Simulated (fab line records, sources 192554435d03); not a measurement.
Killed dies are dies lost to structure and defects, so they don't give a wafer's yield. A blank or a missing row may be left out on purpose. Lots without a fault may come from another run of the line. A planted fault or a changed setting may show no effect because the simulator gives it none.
fab line records | flow n5_finfet | part 2 of 2: steps 24 to 28 of 28
record lots=5 wafers=15 last_day=15
route steps=1938 shown ILD0@338 SDB@347
lots that met no fault: from a run of the same line without faults
start_h: hours from the record's first day to the start of the lot's first wafer shown | wait_h: hours since the lot's step before | " the same as in the row above | L1.1+2: a row that stands for several wafers | - no value, or no start given | * or withheld: withheld | < > ~ a bound
route shown NAME@n: a module of which the file shows steps, and the number in the route of the first | usual: mean/standard deviation of fault-free wafers | same: alike in all rows | chamber/n: place in a boat | sites: the reading at each site | _std_site: their standard deviation | _edge_site: outer sites' mean less inner sites' | radius_mm: how far each site lies from the wafer's centre | mask NAME#n: copy n | behind: the tool/chamber that last shaped the wafer | hold: why the lot was held/for how many hours/how that ended | device: the transistor (n, p or np) that didn't switch | end of line: the same wafers' tests at the end of the route | a step without rows: its recipe alone | killed: dies lost to structure and defects at the first sort, not the wafer's yield | map: a wafer's dies, x killed, . not, _ none there
set.NAME: the setting as run; set.NAME@STEP: as run at that earlier step | model.NAME: the simulator's own value behind a step, which no gauge read
lots at some steps of the route; a table a step, a row a wafer
services: from which hour (start_h, from the record's first day; less than 0 if before it) a tool's chamber was out of use, for how many hours, and why
## steps
# step N5_SDB_ETCH_18
# recipe chemistry=N2/H2 target=SOC target_depth_a=1000 overetch_a=200 mask_material=SiARC temp_c=40 time_s=150 ion_energy_ev=200 pressure_mtorr=30 source_w=840 bias_w=150 n2_flow_sccm=200 h2_flow_sccm=200
# usual bias_w=150.0/0.46 drypump_motor_current_A=5.6/0.39 oes_product_au=0.70/0.072 rf_vpp_V=523.2/2.2 showerhead_plenum_p_Torr=2.52/0.076 temp_c=40.00/0.11 throttle_valve_pct=17.86/0.26
# columns lot.wafer tool chamber start_h wait_h bias_w drypump_motor_current_A oes_product_au rf_hours_counter_h rf_vpp_V showerhead_plenum_p_Torr temp_c throttle_valve_pct
L077.1 rie_diel-06 3 83.33 0.0 150.0 5.5 0.83 25 521.8 2.49 40.18 17.66
L077.4 " 1 " " 148.8 6.2 0.88 2 523.3 2.50 40.00 17.90
L077.5 " 3 " " 150.1 5.5 0.82 - 521.4 2.49 40.18 17.66
L079.2 rie_diel-06 3 95.22 0.0 150.0 5.5 0.81 31 522.4 2.48 39.99 17.67
L079.3 " 1 " " 149.5 6.2 0.87 6 521.4 2.50 39.88 17.93
L079.6 " 1 " " 150.3 6.2 0.87 - 521.6 2.50 40.08 17.92
L081.1 rie_diel-04 3 108.36 0.0 149.9 5.5 0.72 97 520.7 2.42 40.15 17.39
L081.4 " 1 " " 150.3 5.2 0.69 127 521.5 2.46 39.95 18.34
L081.5 " 3 " " 150.3 5.5 0.71 - 521.3 2.42 40.19 17.41
L082.1 rie_diel-04 1 114.74 0.0 150.1 5.1 0.68 129 519.7 2.46 40.02 18.35
L082.2 " 3 " " 150.1 5.5 0.71 99 521.0 2.42 40.21 17.41
L082.4 " 0 " " 149.4 6.1 0.66 191 527.9 2.64 40.07 17.86
L087.2 rie_diel-02 3 143.40 0.0 150.4 5.2 0.78 38 522.2 2.51 39.95 18.07
L087.3 " 0 " " 150.3 5.9 0.65 219 527.0 2.62 39.95 17.69
L087.4 " 2 " " 150.1 4.8 0.67 167 525.8 2.65 39.96 17.80
# step N5_SDB_STRIP_19
# recipe chemistry=N2/H2 temp_c=40 n2_flow_sccm=200 h2_flow_sccm=200 rf_frequency_hz=6e+07
# columns lot.wafer tool chamber start_h wait_h
L077.1+4+5 rie_diel-06 3,1,3 83.46 0.1
L079.2+3+6 rie_diel-06 3,1,1 95.35 0.1
L081.1+4+5 rie_diel-04 3,1,3 108.48 0.1
L082.1+2+4 rie_diel-04 1,3,0 114.87 0.1
L087.2+3+4 rie_diel-02 3,0,2 143.53 0.1
# step N5_SDB_STRIP_21
# recipe chemistry=CF4 resist=SiARC power_w=300 bias_power_w=75 pressure_mtorr=50 cf4_flow_sccm=150 rf_frequency_hz=6e+07
# usual cf4_flow_sccm=150.0/0.47 drypump_motor_current_A=5.6/0.39 oes_product_au=0.77/0.079 rf_vpp_V=270.8/1.2 showerhead_plenum_p_Torr=1.78/0.044 throttle_valve_pct=13.60/0.12
# columns lot.wafer tool chamber start_h wait_h cf4_flow_sccm drypump_motor_current_A oes_product_au rf_hours_counter_h rf_vpp_V showerhead_plenum_p_Torr throttle_valve_pct
L077.1 rie_diel-06 3 83.47 0.0 150.0 5.5 0.91 26 270.6 1.77 13.37
L077.4 " 1 " " 150.0 6.2 0.99 2 270.3 1.77 13.61
L077.5 " 3 " " 150.6 5.5 0.91 - 270.6 1.77 13.38
L079.2 rie_diel-06 3 95.36 0.0 150.8 5.5 0.89 31 268.7 1.76 13.39
L079.3 " 1 " " 150.6 6.2 0.96 6 270.4 1.77 13.61
L079.6 " 1 " " 149.5 6.2 0.96 - 269.6 1.77 13.61
L081.1 rie_diel-04 3 108.49 0.0 150.7 5.5 0.79 97 270.3 1.74 13.55
L081.4 " 1 " " 149.0 5.2 0.77 127 269.8 1.73 13.76
L081.5 " 3 " " 150.3 5.5 0.79 - 270.2 1.74 13.57
L082.1 rie_diel-04 1 114.88 0.0 150.0 5.2 0.77 129 269.1 1.73 13.77
L082.2 " 3 " " 150.6 5.5 0.79 99 270.5 1.74 13.57
L082.4 " 0 " " 150.2 6.1 0.72 191 272.8 1.83 13.54
L087.2 rie_diel-02 3 143.54 0.0 149.7 5.2 0.86 38 271.5 1.77 13.60
L087.3 " 0 " " 149.8 5.9 0.71 219 271.6 1.86 13.67
L087.4 " 2 " " 149.3 4.8 0.76 167 272.9 1.84 13.48
# step N5_SDB_HM_OPEN_20
# recipe chemistry=CH3F/O2 target=SiNx mask_material=SOC target_depth_a=240 stop_on=poly-Si over_etch_frac=0.4 ion_energy_ev=120 pressure_mtorr=30 source_w=395 bias_w=73 Ar_flow_sccm=150 CH3F_flow_sccm=30 O2_flow_sccm=20
# usual bias_w=73.00/0.22 drypump_motor_current_A=5.6/0.38 oes_ar_750_au=0.78/0.08 oes_product_au=0.64/0.066 rf_vpp_V=294/9.8 showerhead_plenum_p_Torr=1.98/0.051 throttle_valve_pct=16.37/0.15
# columns lot.wafer tool chamber start_h wait_h bias_w drypump_motor_current_A oes_ar_750_au oes_product_au rf_hours_counter_h rf_vpp_V showerhead_plenum_p_Torr throttle_valve_pct
L077.1 rie_diel-06 3 83.49 0.0 73.23 5.5 0.92 0.74 26 296 1.98 16.25
L077.4 " 1 " " 72.93 6.1 0.97 0.82 2 317 1.96 16.35
L077.5 " 3 " " 73.18 5.5 0.91 0.76 - 297 1.98 16.25
L079.2 rie_diel-06 3 95.38 0.0 73.00 5.5 0.91 0.74 31 298 1.98 16.25
L079.3 " 1 " " 73.30 6.2 0.95 0.81 6 315 1.96 16.35
L079.6 " 1 " " 73.24 6.2 0.95 0.82 - 314 1.96 16.37
L081.1 rie_diel-04 3 108.51 0.0 72.86 5.5 0.83 0.67 97 293 1.96 16.43
L081.4 " 1 " " 73.11 5.1 0.77 0.66 127 290 1.94 16.65
L081.5 " 3 " " 72.80 5.5 0.82 0.67 - 293 1.96 16.45
L082.1 rie_diel-04 1 114.90 0.0 73.04 5.2 0.78 0.63 129 290 1.93 16.65
L082.2 " 3 " " 72.93 5.5 0.83 0.64 99 294 1.96 16.45
L082.4 " 0 " " 72.98 6.1 0.74 0.60 191 290 2.07 16.36
L087.2 rie_diel-02 3 143.56 0.0 73.02 5.2 0.90 0.71 38 299 1.96 16.42
L087.3 " 0 " " 73.12 5.9 0.71 0.59 219 305 2.06 16.26
L087.4 " 2 " " 73.31 4.8 0.75 0.62 167 293 2.05 16.15
# step N5_SDB_STRIP_22
# recipe chemistry=N2/H2 power_w=1000 temp_c=250 h2_frac=0.65 overash_fraction=0.3 pressure_mtorr=withheld n2_flow_sccm=1750 h2_flow_sccm=3250
# usual drypump_motor_current_A=5.7/0.44 heater_power_w=332/10 oes_product_au=0.714/0.0047 strip_time_to_endpoint_s=96.2/0.51 temp_c=250.00/0.18
# columns lot.wafer tool chamber start_h wait_h drypump_motor_current_A heater_power_w oes_product_au rf_hours_counter_h strip_time_to_endpoint_s temp_c
L077.1 plasma_asher-02 1 83.57 0.1 5.7 329 0.707 93 96.8 249.84
L077.4 " 0 " " 6.4 334 0.716 - 96.3 249.87
L077.5 " 0 " " 6.4 334 0.709 - 96.6 250.11
L079.2 plasma_asher-02 0 95.46 0.1 6.4 336 0.717 97 96.1 249.99
L079.3 " 0 " " 6.4 334 0.727 - 96.1 249.75
L079.6 " 1 " " 5.7 332 0.723 - 96.2 249.90
L081.1 plasma_asher-02 0 108.59 0.1 6.4 330 0.705 99 96.0 250.38
L081.4 " 0 " " 6.4 337 0.721 - 95.8 249.81
L081.5 " 0 " " 6.4 336 0.709 - 96.2 250.11
L082.1 plasma_asher-01 0 114.98 0.1 5.4 327 0.716 40 95.4 249.92
L082.2 " 1 " " 5.3 346 0.715 40 95.5 249.94
L082.4 " 1 " " 5.3 351 0.718 - 95.8 249.77
L087.2 plasma_asher-02 1 143.64 0.1 5.7 338 0.720 107 95.7 250.12
L087.3 " 1 " " 5.7 322 0.720 - 96.2 250.14
L087.4 " 0 " " 6.4 330 0.706 - 96.6 249.99
## services
# columns tool chamber start_h hours kind
cmp-02 - 56.64 4.6 pm
rie_diel-06 0 57.42 4.3 repair
rie_diel-02 2 60.12 4.3 repair
ald_sin-02 - 61.63 6.1 pm
rie_diel-04 3 69.58 3.5 repair
arfi_scanner-01 - 69.98 4.2 repair
rie_diel-02 1 71.49 3.0 repair
cmp-02 - 72.33 2.2 repair
plasma_asher-01 - 72.72 14.6 pm
arfi_scanner-01 - 76.74 1.8 repair
cmp-02 - 82.17 0.3 repair
cmp-04 - 92.54 5.5 pm
arfi_scanner-03 - 96.91 0.4 repair
arfi_scanner-03 - 105.85 1.0 pm
cmp-01 - 107.28 1.0 repair
arfi_scanner-01 - 109.97 0.8 pm
pecvd-03 2 116.78 12.4 repair
cmp-01 - 123.52 5.5 pm
arfi_scanner-01 - 123.53 68.5 repair
arfi_scanner-03 - 127.10 5.3 repair
cmp-02 - 127.19 4.0 pm
cmp-04 - 129.22 6.5 pm
arfi_scanner-03 - 137.90 1.3 pm
pecvd-04 0 142.65 15.8 repair
